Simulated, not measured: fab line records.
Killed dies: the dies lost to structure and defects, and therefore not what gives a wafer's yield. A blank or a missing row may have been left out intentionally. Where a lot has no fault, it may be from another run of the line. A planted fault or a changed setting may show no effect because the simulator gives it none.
Which tool is to blame?    flow nand-harc    Sampling: 13 lots, 38 wafers, 5 of 1159 route steps

## WHAT THE GAUGES SHOWED, per wafer
NHARC_END_SORT_01.
lot   measured      on         killed-at-array  killed-at-other  killed-at-periphery  killed-dies  killed-open  killed-short
L809  day 23 06:41  prober-01  19               3                2                    24           5            1
L814  day 24 06:23  prober-02  293 40           1 1              2 1                  296 42       1 2          4 0
L815  day 24 07:35  prober-01  34 355 39        0 3 1            0 1 4                34 359 44    1 3 5        1 1 2

## TOOL THAT RAN EACH LOT (tool first, then ch and the chambers of the sampled wafers, then the start)
lot   NHARC_A_STAIRCASE_ETCH_27                      NHARC_A_STAIRCASE_STRIP_175           NHARC_A_STAIRCASE_ETCH_188                     NHARC_A_STAIRCASE_ETCH_190
L796  rie-diel-05 ch 2,3, day 11 13:30 or earlier    plasma-asher-02 ch 0,1, day 11 13:30  rie-diel-07 ch 1,2, day 11 15:26 or earlier    rie-diel-07 ch 0,1, day 11 15:26
L797  rie-diel-04 ch 0,1, day 11 13:41 or earlier    plasma-asher-02 ch 0, day 11 13:41    rie-diel-05 ch 0,1,3, day 11 15:46 or earlier  rie-diel-05 ch 1,3, day 11 15:46
L795  rie-diel-04 ch 1,2,3, day 11 15:33 or earlier  plasma-asher-01 ch 0,1, day 11 15:33  rie-diel-05 ch 0,1,2, day 11 18:13 or earlier  rie-diel-05 ch 0,1,3, day 11 18:13
L798  rie-diel-07 ch 1,2, day 12 00:26 or earlier    plasma-asher-01 ch 1, day 12 00:26    rie-diel-05 ch 2,3, day 12 02:14 or earlier    rie-diel-05 ch 0,1,3, day 12 02:14
L799  rie-diel-04 ch 1,3, day 12 04:08 or earlier    plasma-asher-02 ch 0,1, day 12 04:08  rie-diel-05 ch 0,1,2, day 12 06:13 or earlier  rie-diel-05 ch 1,2,3, day 12 06:13
L802  rie-diel-05 ch 0,1,2, day 12 18:01 or earlier  plasma-asher-02 ch 0,1, day 12 18:01  rie-diel-04 ch 0,1, day 12 19:51 or earlier    rie-diel-04 ch 1,2,3, day 12 19:51
L803  rie-diel-05 ch 0,1,2, day 13 05:16 or earlier  plasma-asher-01 ch 0,1, day 13 05:16  rie-diel-07 ch 2,3, day 13 07:28 or earlier    rie-diel-07 ch 2,3, day 13 07:28
L804  rie-diel-07 ch 0,2,3, day 13 15:02 or earlier  plasma-asher-01 ch 0,1, day 13 15:02  rie-diel-04 ch 1,2,3, day 13 16:46 or earlier  rie-diel-04 ch 0,1,2, day 13 16:46
L807  rie-diel-04 ch 0,2, day 14 03:16 or earlier    plasma-asher-01 ch 1, day 14 03:16    rie-diel-04 ch 0,2, day 14 05:56 or earlier    rie-diel-04 ch 2,3, day 14 05:56
L809  rie-diel-05 ch 1,3, day 14 13:23 or earlier    plasma-asher-01 ch 0,1, day 14 13:23  rie-diel-04 ch 0,3, day 14 15:12 or earlier    rie-diel-04 ch 0,3, day 14 15:12
L814  rie-diel-04 ch 0,2, day 15 18:15 or earlier    plasma-asher-02 ch 1, day 15 18:15    rie-diel-07 ch 0,1, day 15 21:41 or earlier    rie-diel-07 ch 2,3, day 15 21:41
L815  rie-diel-07 ch 0,1,2, day 15 18:22 or earlier  plasma-asher-01 ch 0,1, day 15 18:22  rie-diel-07 ch 0,2,3, day 15 21:56 or earlier  rie-diel-07 ch 0,2,3, day 15 21:56
L816  rie-diel-05 ch 0,1,2, day 16 16:58 or earlier  plasma-asher-01 ch 0,1, day 16 16:58  rie-diel-05 ch 1,2,3, day 16 20:14 or earlier  rie-diel-05 ch 0,1,3, day 16 20:14
- NHARC_A_STAIRCASE_ETCH_27: etches the open film in C4F8/O2, target depth 100 nm, time 40.5 s.
- NHARC_A_STAIRCASE_STRIP_175: strips in O2.
- NHARC_A_STAIRCASE_ETCH_188: etches the open film in C4F8/O2, target depth 100 nm, time 40.5 s.
- NHARC_A_STAIRCASE_ETCH_190: etches the open film in C4F8/O2, target depth 100 nm, time 40.5 s.

## WHAT THE TOOLS THEMSELVES READ (means of the sampled wafers that have a number; where no wafer has one, the mark that the record gives instead)
NHARC_A_STAIRCASE_ETCH_27.
lot   tool         bias-w (W)  oes-product-au (a.u.)  rf-vpp-V (V)  run-length-s (s)
L796  rie-diel-05  998.1       0.952                  902           61.9
L797  rie-diel-04  998.5       0.933                  897           61.9
L795  rie-diel-04  998.6       0.936                  894           61.8
L798  rie-diel-07  1000.3      0.948                  892           62.0
L799  rie-diel-04  999.7       0.923                  892           61.6
L802  rie-diel-05  1001.6      0.929                  901           61.9
L803  rie-diel-05  999.6       0.953                  902           61.8
L804  rie-diel-07  998.9       0.937                  899           61.7
L807  rie-diel-04  1003.4      0.950                  898           61.6
L809  rie-diel-05  1000.8      0.955                  897           61.9
L814  rie-diel-04  1001.8      0.935                  899           61.6
L815  rie-diel-07  1000.4      0.948                  892           62.0
L816  rie-diel-05  1000.3      0.947                  902           62.0

NHARC_A_STAIRCASE_STRIP_175.
lot   tool             drypump-motor-current-A (A)  heater-power-w (W)
L796  plasma-asher-02  5.51                         340
L797  plasma-asher-02  5.42                         345
L795  plasma-asher-01  5.63                         321
L798  plasma-asher-01  5.78                         317
L799  plasma-asher-02  5.54                         342
L802  plasma-asher-02  5.63                         343
L803  plasma-asher-01  5.65                         329
L804  plasma-asher-01  5.62                         327
L807  plasma-asher-01  5.77                         331
L809  plasma-asher-01  5.50                         328
L814  plasma-asher-02  5.74                         342
L815  plasma-asher-01  5.62                         326
L816  plasma-asher-01  5.63                         328

NHARC_A_STAIRCASE_ETCH_188.
lot   tool         bias-w (W)  oes-product-au (a.u.)  rf-vpp-V (V)  run-length-s (s)
L796  rie-diel-07  1001.3      0.942                  891           62.4
L797  rie-diel-05  1000.5      0.962                  900           62.0
L795  rie-diel-05  998.8       0.919                  902           61.6
L798  rie-diel-05  1000.9      0.952                  904           61.8
L799  rie-diel-05  999.8       0.941                  901           61.7
L802  rie-diel-04  998.6       0.931                  893           61.8
L803  rie-diel-07  1001.8      0.938                  902           62.0
L804  rie-diel-04  1000.4      0.958                  894           61.6
L807  rie-diel-04  999.9       0.930                  896           61.9
L809  rie-diel-04  998.0       0.955                  899           61.5
L814  rie-diel-07  999.5       0.947                  890           61.8
L815  rie-diel-07  996.9       0.920                  899           62.1
L816  rie-diel-05  1000.8      0.922                  901           62.1

NHARC_A_STAIRCASE_ETCH_190.
lot   tool         bias-w (W)  oes-product-au (a.u.)  rf-vpp-V (V)  run-length-s (s)
L796  rie-diel-07  998         0.941                  892           61.5
L797  rie-diel-05  1000        0.950                  899           61.9
L795  rie-diel-05  999         0.941                  900           61.9
L798  rie-diel-05  1002        0.957                  901           61.9
L799  rie-diel-05  998         0.943                  901           61.8
L802  rie-diel-04  1002        0.947                  893           61.7
L803  rie-diel-07  994         0.935                  899           62.2
L804  rie-diel-04  998         0.950                  895           61.6
L807  rie-diel-04  1000        0.922                  895           61.9
L809  rie-diel-04  1003        0.942                  899           61.6
L814  rie-diel-07  997         0.932                  902           67.1
L815  rie-diel-07  1003        0.939                  898           65.1
L816  rie-diel-05  1002        0.933                  900           61.8

## THE ANSWER, worked out from the rows above alone
Rule: the usual values come from the lots themselves. Put in order of their means at a reading, lots are off if they are a third of the lots or fewer, leave a main group of 4 or more, and stand apart from it by a gap of 3 or more times the standard deviation of the main group's means; of several such gaps the widest counts. A main group is skipped when, at the precision printed for the reading in the tables above, its means are all equal. A lot without any number at a reading at which 4 lots or more have one is off too. Any other lot the step has rows for is counted as sound. The gauges are gone through in route order, then the tools' own readings, and for those a lot's mean is taken as printed above. At the first step where some lot is off, the reading lying furthest off is the one used; lots without a number count as furthest.
Off, at NHARC_A_STAIRCASE_ETCH_190 on run-length-s: L814, L815. Mean 61.8 s and standard deviation 0.19 in the main group.
If a tool, at that step or one of the process steps before it, ran each lot that is off and ran no sound lot following the first of them, it fits. Because NHARC_A_STAIRCASE_ETCH_27 lacks a start for some lots, the hours and order of its lots are taken from NHARC_A_STAIRCASE_STRIP_175. Because NHARC_A_STAIRCASE_ETCH_188 lacks a start for some lots, the hours and order of its lots are taken from NHARC_A_STAIRCASE_ETCH_190. One candidate fits, namely rie-diel-07 at NHARC_A_STAIRCASE_ETCH_188 and NHARC_A_STAIRCASE_ETCH_190. At NHARC_A_STAIRCASE_ETCH_188 its last sound lot is L803 (day 13 07:28), its first lot that is off L814 (day 15 21:41): a fault that began between those two fits.

## WHAT THE SIMULATOR HAD INSERTED
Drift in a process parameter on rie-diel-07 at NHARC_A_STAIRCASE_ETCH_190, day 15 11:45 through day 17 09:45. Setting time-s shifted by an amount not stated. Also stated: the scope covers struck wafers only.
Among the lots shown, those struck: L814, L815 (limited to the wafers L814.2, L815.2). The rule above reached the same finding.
